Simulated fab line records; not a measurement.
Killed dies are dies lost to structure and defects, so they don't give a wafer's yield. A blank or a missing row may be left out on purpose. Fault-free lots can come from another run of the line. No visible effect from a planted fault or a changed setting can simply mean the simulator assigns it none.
Which tool was responsible? ; flow nandHarc ; 14 lots, 42 wafers sampled, at 6 steps of a route of 1302

WHAT EACH GAUGE READ, for each wafer
NHARC_A_CHANNEL_FILL_D1_INSPECT_13. Usual: rawDefectCount 337, standard deviation 130.
lot;measured;on;rawDefectCount;flag
L892;day 10 12:51;defectInspect-02;182 214 234;
L894;day 11 05:19;defectInspect-01;329 454 361;
L893;day 11 05:19;defectInspect-02;404 512 436;
L895;day 12 05:19;defectInspect-02;182 431 332;
L899;day 13 18:05;defectInspect-01;218 198 365;
L901;day 14 16:17;defectInspect-01;423 406 353;
L900;day 14 16:18;defectInspect-02;231 126 123;
L907;day 17 02:43;defectInspect-02;558 360 192;
L906;day 17 02:44;defectInspect-02;366 323 394;
L908;day 17 10:29;defectInspect-02;315 412 393;
L909;day 18 01:34;defectInspect-02;283 266 343;
L910;day 18 08:19;defectInspect-02;629 494 490;
L912;day 19 20:31;defectInspect-01;248 228 168;
L913;day 20 10:22;defectInspect-01;676 366 247;

NHARC_A_DECK1_JOINT_THK_MEAS_14: measures by ellipsometry. Usual: thkNm 50.7 nm, standard deviation 1.4.
lot;measured;on;thkNm (nm);flag
L892;day 10 23:28;filmMetro-01;52.6 52.0 51.0;
L894;day 11 15:46;filmMetro-01;49.5 51.1 53.1;
L893;day 11 15:46;filmMetro-02;49.1 48.0 51.3;
L895;day 12 15:53;filmMetro-02;54.0 52.9 51.9;
L899;day 14 04:32;filmMetro-01;48.2 50.0 48.2;
L901;day 15 02:49;filmMetro-01;50.2 47.2 50.5;
L900;day 15 02:49;filmMetro-02;50.6 52.1 50.9;
L907;day 17 13:19;filmMetro-02;50.8 50.4 51.0;
L906;day 17 13:19;filmMetro-01;52.1 52.4 52.1;
L908;day 17 20:58;filmMetro-02;50.6 48.8 47.9;
L909;day 18 12:10;filmMetro-02;52.8 52.6 53.6;
L910;day 18 18:44;filmMetro-02;51.3 49.7 49.2;
L912;day 20 08:37;filmMetro-02;50.2 50.3 52.1;
L913;day 20 20:49;filmMetro-02;51.9 49.2 49.0;

NHARC_A_ONON_D2_THK_MEAS_02: measures by ellipsometry. Usual: thkNm 1004 nm, standard deviation 9.2.
lot;measured;on;thkNm (nm);flag
L892;day 12 00:29;filmMetro-01;1017 1014 1014;
L894;day 12 17:25;filmMetro-01;1004 1005 1003;
L893;day 12 17:50;filmMetro-02;1003 1002 1003;
L895;day 13 16:46;filmMetro-01;1010 1011 1011;
L899;day 15 06:43;filmMetro-02;1000 1000 1001;
L901;day 16 02:08;filmMetro-01;1000 1000 1000;
L900;day 16 02:08;filmMetro-02;997 1000 1000;
L907;day 18 14:50;filmMetro-01;992 994 992;
L906;day 18 14:50;filmMetro-02;1006 1004 1005;
L908;day 19 00:02;filmMetro-02;1003 1007 1005;
L909;day 19 10:10;filmMetro-01;1016 1017 1015;
L910;day 19 17:18;filmMetro-01;1009 1010 1011;
L912;day 21 08:00;filmMetro-02;997 996 996;
L913;day 21 21:55;filmMetro-02;1002 1002 1001;

NHARC_A_ONON_D2_THK_MEAS_08: measures by ellipsometry. Usual: thkNm 999 nm, standard deviation 9.8.
lot;measured;on;thkNm (nm);flag
L892;day 12 01:48;filmMetro-02;990 991 990;
L894;day 12 18:42;filmMetro-02;981 983 980;
L893;day 12 18:58;filmMetro-02;999 1000 1000;
L895;day 13 17:53;filmMetro-01;989 989 989;
L899;day 15 07:50;filmMetro-02;1685 996 998;OFF
L901;day 16 03:16;filmMetro-02;999 1689 1689;OFF
L900;day 16 03:16;filmMetro-01;1014 1012 1014;
L907;day 18 15:58;filmMetro-01;1009 1007 1008;
L906;day 18 15:58;filmMetro-02;1005 1005 1004;
L908;day 19 01:10;filmMetro-01;1002 1003 1003;
L909;day 19 11:17;filmMetro-02;989 992 989;
L910;day 19 18:26;filmMetro-02;1005 1006 1005;
L912;day 21 09:08;filmMetro-01;999 1000 1000;
L913;day 21 23:11;filmMetro-01;1017 1017 1017;

NHARC_END_SORT_01. Usual: killedAtArray 52, standard deviation 18; killedAtOther 1.2, standard deviation 1.5; killedAtPeriphery 4, standard deviation 3.2; killedDies 57, standard deviation 17; killedOpen 3.1, standard deviation 1.9; killedShort 2.5, standard deviation 1.7.
lot;measured;on;killedAtArray;killedAtOther;killedAtPeriphery;killedDies;killedOpen;killedShort;flag
L899;day 27 10:49;prober-02;675 59 58;1 1 1;1 4 9;677 64 68;0 4 5;0 7 1;OFF
L901;day 28 07:37;prober-02;96 674 674;1 1 1;1 2 2;98 677 677;0 2 1;0 1 2;OFF

WHICH TOOL RAN EACH LOT (tool, then ch and the chambers of the sampled wafers, then the start)
lot;NHARC_A_ONON_D2_DEP_06
L892;pecvdOnon-03 ch 0, day 12 01:17
L894;pecvdOnon-01 ch 0, day 12 18:11
L893;pecvdOnon-04 ch 0, day 12 18:34
L895;pecvdOnon-03 ch 0, day 13 17:30
L899;pecvdOnon-01 ch 0, day 15 07:26
L901;pecvdOnon-01 ch 0, day 16 02:49
L900;pecvdOnon-03 ch 0, day 16 02:52
L907;pecvdOnon-04 ch 0, day 18 15:34
L906;pecvdOnon-03 ch 0, day 18 15:27
L908;pecvdOnon-01 ch 0, day 19 00:47
L909;pecvdOnon-03 ch 0, day 19 10:47
L910;pecvdOnon-03 ch 0, day 19 18:02
L912;pecvdOnon-01 ch 0, day 21 08:38
L913;pecvdOnon-01 ch 0, day 21 22:51
- NHARC_A_ONON_D2_DEP_06: target thk 1000 nm.

WHAT THE TOOLS THEMSELVES READ (means of the sampled wafers that have a number; where no wafer has one, the mark that the record gives instead)
NHARC_A_ONON_D2_DEP_06. Usual: n2FlowSccm 2752 sccm, standard deviation 8.6.
lot;tool;n2FlowSccm (sccm);flag
L892;pecvdOnon-03;2758;
L894;pecvdOnon-01;2753;
L893;pecvdOnon-04;2758;
L895;pecvdOnon-03;2740;
L899;pecvdOnon-01;2743;
L901;pecvdOnon-01;2739;
L900;pecvdOnon-03;2753;
L907;pecvdOnon-04;2750;
L906;pecvdOnon-03;2771;
L908;pecvdOnon-01;2748;
L909;pecvdOnon-03;2755;
L910;pecvdOnon-03;2755;
L912;pecvdOnon-01;2751;
L913;pecvdOnon-01;2763;

THE ANSWER, worked out from the rows above alone
Rule: take the mean of a lot's wafers that have a number; if it is more than 3 standard deviations from the usual mean, the lot is off. A lot without any number at a reading at which 4 lots or more have one is off too. Any other lot the step has rows for is counted as sound. The gauges are gone through in route order, then the tools' own readings, and for those a lot's mean is taken as printed above. At the first step where some lot is off, the reading lying furthest off is the one used; lots without a number count as furthest.
Off: L899, L901 (NHARC_A_ONON_D2_THK_MEAS_08, thkNm).
A tool fits if, at a process step before that reading, it ran every lot that is off, and no sound lot after the first of them. Not tried: the gauges at NHARC_A_ONON_D2_THK_MEAS_08; whatever is off there is also off at NHARC_END_SORT_01, on other tools, and gauge error can't account for it. Of those tried, none fits.

WHAT HAD BEEN PUT IN BY THE SIMULATOR
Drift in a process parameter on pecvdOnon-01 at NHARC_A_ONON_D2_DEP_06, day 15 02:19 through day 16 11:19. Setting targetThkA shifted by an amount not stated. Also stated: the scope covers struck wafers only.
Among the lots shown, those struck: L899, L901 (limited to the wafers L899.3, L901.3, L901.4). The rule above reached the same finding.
